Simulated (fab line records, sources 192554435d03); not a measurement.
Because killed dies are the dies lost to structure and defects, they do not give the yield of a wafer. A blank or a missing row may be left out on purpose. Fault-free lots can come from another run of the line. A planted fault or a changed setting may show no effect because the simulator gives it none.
A struck lot beside a sound one | flow n5-finfet | 19 out of 1938 route steps
Sound: the wafers L529.1, L529.3, L529.4. Struck: wafer L521.1. (L521.3 of the same lot was not struck and is left out.) The cause comes at the end.
At each step with rows: each side's tool, then ch and its chambers, then its first start. Under that, the readings that differ: sound wafers | struck wafers | difference of the means | sigmas: that difference in standard deviations of wafers without a fault.
alike: readings with means less than 2 such deviations apart, plus words and numbers identical on both sides. not compared: withheld readings, readings lacking a value on some wafer, bounds such as >300 that could conceal the same value, and numbers that have no deviation in the record and whose values overlap.
A row with sigmas, a row that says differs or no value, or rows on one side alone: a step with any of these is where the two part. When numbers do not overlap yet have no deviation, they are printed without sigmas and do not part them. Lack of a reading on every wafer of one side parts them only where that side has two or more wafers.

first, 9 steps without rows for these wafers: N5_SD_EPI_P_COAT_35 (time 60 s, resist thk 35 nm); N5_SD_EPI_P_COAT_03 (resist thk 150 nm); N5_SD_EPI_P_EBR_05; N5_SD_EPI_P_SOFTBAKE_04 (time 60 s); N5_SD_EPI_P_EXPOSE_06 (exposes mask SD P BLK, target cd 240 nm); N5_SD_EPI_P_PEB_07 (peb time 60 s); N5_SD_EPI_P_DEVELOP_08 (develop time 30 s); N5_SD_EPI_P_DESCUM_14 (chemistry O2, time 7.9 s); N5_SD_EPI_P_ETCH_36 (etches SiARC in CF4, target depth 45.5 nm, time 75.8 s).
N5_SD_EPI_P_ETCH_37: etches SOC in N2/H2, overetch 108 nm, time 486 s.
  sound on rie-diel-04 ch 0,2,3, day 8 20:10; struck on rie-diel-02 ch 2, day 6 20:04
  reading                                     | sound           | struck | difference | sigmas
  model.SD_EPI_P.cd-nm (nm)                   | 240.8 241 240.4 | 251    | +10        |
  model.SiARC_of_SD_EPI_P_COAT_35.thk-nm (nm) | 19.6 19.2 19.8  | 10.8   | -8.7       |
  alike: drypump-motor-current-A, oes-product-au, rf-vpp-V, showerhead-plenum-p-Torr, throttle-valve-pct
  not compared: rf-hours-counter-h
then, 3 steps without rows for these wafers: N5_SD_EPI_P_STRIP_38 (strips in N2/H2); N5_SD_EPI_P_ETCHBACK_46 (etches SiNx in CH3F/O2, stops on SiO2, target depth 17.5 nm); N5_SD_EPI_P_ETCH_47 (etches SiOCN in CH3F/O2, target depth 25 nm).
N5_SD_EPI_P_ETCH_16: etches SiO2 in CHF3/O2, target depth 5 nm.
  sound on rie-diel-04 ch 0,2,3, day 8 20:41; struck on rie-diel-02 ch 2, day 6 20:35
  reading                                     | sound          | struck | difference | sigmas
  model.SiARC_of_SD_EPI_P_COAT_35.thk-nm (nm) | 11.6 10.8 11.6 | 2.8    | -8.5       |
  alike: drypump-motor-current-A, oes_ar_750_au, oes-product-au, rf-vpp-V, showerhead-plenum-p-Torr, throttle-valve-pct
  not compared: rf-hours-counter-h
then, 1 step without rows for these wafers: N5_SD_EPI_P_STRIP_50 (strips in CHF3/O2).
N5_SD_EPI_P_SD_RECESS_17: chemistry HBr/Cl2/O2, target depth 39.1 nm, bt time 3 s.
  sound on rie-si-01 ch 0,3, day 8 20:46; struck on rie-si-02 ch 3, day 6 20:40
  reading                     | sound             | struck | difference | sigmas
  drypump-motor-current-A (A) | 5.68 5.26 5.27    | 6.02   | +0.62      | +3
  model.SD_EPI_P.cd-nm (nm)   | 240.8 241.2 240.6 | 251.2  | +10.3      |
  alike: oes-product-au, throttle-valve-pct
  not compared: rf-hours-counter-h
then, 1 step without rows for these wafers: N5_SD_EPI_P_WET_ETCH_45 (etches SiO2 in dHF, time 10.7 s, target depth 2 nm, rinse time 30 s).
-- the record jumps here: 5 days lie between the struck wafers' starts before and after (it left off in module SD_EPI_P and takes up again in module BEOL_M4, whose first step shown is number 1111 of the route) --
N5_BEOL_M4_RC_MEAS_101:
  sound on prober-01 ch 0, day 13 14:38; struck on prober-01 ch 0, day 11 13:05
  reading        | sound             | struck | difference | sigmas
  DIBL_N (mV/V)  | 33.8 33.8 35.0    | 38.4   | +4.2       | +3
  IOFF_N (nA/um) | 0.109 0.109 0.123 | 0.183  | +0.069     | +3
  ION_N (uA/um)  | 647 649 657       | 682    | +31        | +3
  SS_P (mV/dec)  | 72.3 72.7 73.0    | 73.8   | +1.1       | +2
  VT_N (mV)      | 256.1 256.4 253.4 | 246.3  | -9.0       | -3
  alike: DIBL_P, IOFF_P, ION_P, SS_N, VT_P
-- here the record skips 4 days between the struck wafers' starts before and after, leaving off in module BEOL_M4 and picking up in module PASSIVATION (first step shown: number 1936 of the route) --
N5_PASSIVATION_PROBE_49:
  rows exist in the record for the struck wafers here (prober-01, day 15 12:35), but not for the sound ones

WHERE THEY PART
Earliest at N5_SD_EPI_P_SD_RECESS_17; latest, in this record, at N5_PASSIVATION_PROBE_49.

WHY: what had been put in by the simulator
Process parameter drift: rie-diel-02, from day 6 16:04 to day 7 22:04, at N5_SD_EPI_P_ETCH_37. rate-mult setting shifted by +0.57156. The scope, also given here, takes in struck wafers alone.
